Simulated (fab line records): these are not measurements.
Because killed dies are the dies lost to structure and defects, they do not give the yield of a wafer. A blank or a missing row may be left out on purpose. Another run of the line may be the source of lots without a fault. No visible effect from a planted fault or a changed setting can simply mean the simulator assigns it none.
Matching of chambers -- flow n5Finfet -- 4 sister chambers for N5_BEOL_M4_STRIP_66 on rieDiel-04
The step strips in CF4. 16 wafers are shown with their chamber, then 8 later ones without.

EACH WAFER AND ITS CHAMBER
wafer,chamber,drypumpMotorCurrentA (A),throttleValvePct (%),showerheadPlenumPTorr (Torr)
L076.1,2,5.8,13.70,1.85
L076.4,0,5.6,13.54,1.70
L076.5,3,5.3,13.04,1.73
L080.1,0,5.6,13.57,1.70
L080.3,2,5.8,13.72,1.84
L080.6,0,5.6,13.58,1.70
L088.2,2,5.7,13.75,1.84
L088.4,1,5.2,13.52,1.73
L088.5,3,5.3,13.11,1.73
L089.1,1,5.2,13.52,1.72
L089.5,0,5.6,13.06,1.90
L089.6,3,5.4,13.12,1.72
L090.3,2,5.8,13.77,1.84
L090.4,0,5.6,13.07,1.90
L090.6,0,5.6,13.06,1.90
L093.1,3,5.3,13.13,1.72

SIGNATURES (averages over the wafers above)
reading,chamber 0,chamber 1,chamber 2,chamber 3,scatter within a chamber
drypumpMotorCurrentA,5.600,5.200,5.775,5.325,0.0354
throttleValvePct,13.3133,13.5200,13.7350,13.1000,0.179
showerheadPlenumPTorr,1.8000,1.7250,1.8425,1.7250,0.0708
Rule: a wafer's distance from a chamber is the root of the sum, over the readings, of the square of ((its reading less the chamber's mean) divided by the reading's scatter). The wafer belongs to the nearest chamber; if the next one is less than 2 further off, it can't be placed. The scatter is the square root of a quotient: the sum, over the shown wafers, of each reading's squared deviation from its chamber's mean, divided by wafers minus chambers.

WAFERS WHOSE CHAMBER IS MISSING
wafer,drypumpMotorCurrentA (A),throttleValvePct (%),showerheadPlenumPTorr (Torr)
L093.4,5.2,13.54,1.72
L093.6,5.6,13.09,1.90
L095.3,5.6,13.08,1.89
L095.5,5.7,13.10,1.90
L095.6,5.2,13.54,1.72
L097.1,5.4,13.17,1.72
L097.5,5.3,13.16,1.72
L097.6,5.2,13.54,1.72

WHICH CHAMBER EACH ONE RAN IN
wafer,from the rows above,in truth
L093.4,1,1
L093.6,0,0
L095.3,0,0
L095.5,can't be placed: 0 or 2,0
L095.6,1,1
L097.1,3,3
L097.5,3,3
L097.6,1,1
7 of 8 placed correctly. Not placeable from these rows: 1 (in 1, the candidates include the true chamber). Wrongly placed: 0.
